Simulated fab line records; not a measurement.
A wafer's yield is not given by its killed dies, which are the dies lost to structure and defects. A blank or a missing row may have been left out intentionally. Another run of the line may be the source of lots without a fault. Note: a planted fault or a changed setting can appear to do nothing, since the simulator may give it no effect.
Matching of chambers | flow nand_harc | NHARC_A_BONDPAD_ETCH_34 on rie_diel-07 has 4 sister chambers
The step etches the open film in N2/H2, target depth 60 nm, overetch 18 nm, time 65.91 s. 8 wafers are shown with their chamber, then 9 later ones without.

## WAFERS PAIRED WITH THEIR CHAMBERS
wafer  | chamber | drypump_motor_current_A (A) | rf_vpp_V (V)
L864.1 | 1       | 5.55                        | 432.3
L867.6 | 2       | 6.00                        | 433.0
L866.2 | 3       | 5.41                        | 428.3
L869.4 | 3       | 5.41                        | 429.1
L869.5 | 0       | 5.87                        | 433.0
L871.1 | 1       | 5.51                        | 428.8
L871.3 | 2       | 5.98                        | 433.3
L871.6 | 0       | 5.86                        | 432.1

## WAFERS MISSING THEIR CHAMBER
wafer  | drypump_motor_current_A (A) | rf_vpp_V (V)
L870.1 | 5.43                        | 428.3
L870.4 | 6.01                        | 433.8
L870.5 | 5.44                        | 430.3
L874.1 | 5.87                        | 430.8
L874.2 | 5.99                        | 434.5
L874.3 | 5.48                        | 428.1
L873.1 | 5.51                        | 430.9
L873.3 | 6.03                        | 433.1
L873.4 | 5.88                        | 432.7

## CHAMBER TAKEN BY EACH
wafer  | from the rows above     | in truth
L870.1 | 3                       | 3
L870.4 | 2                       | 2
L870.5 | 3                       | 3
L874.1 | 0                       | 0
L874.2 | 2                       | 2
L874.3 | can't be placed: 1 or 3 | 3
L873.1 | 1                       | 1
L873.3 | 2                       | 2
L873.4 | 0                       | 0
Correctly placed: 8 of 9. Unplaceable from these rows: 1, with the true chamber sitting among the candidates in 1. 0 placed wrongly.
How it was worked out, from the rows above alone: a wafer's distance from a chamber is the root of the sum, over the readings, of the square of ((its reading less the chamber's mean) divided by the reading's scatter). The wafer belongs to the nearest chamber; if the next one is less than 2 further off, it can't be placed. Each chamber's mean is taken over the wafers shown for it. The scatter is the square root of a quotient: the sum, over the shown wafers, of each reading's squared deviation from its chamber's mean, divided by wafers minus chambers.
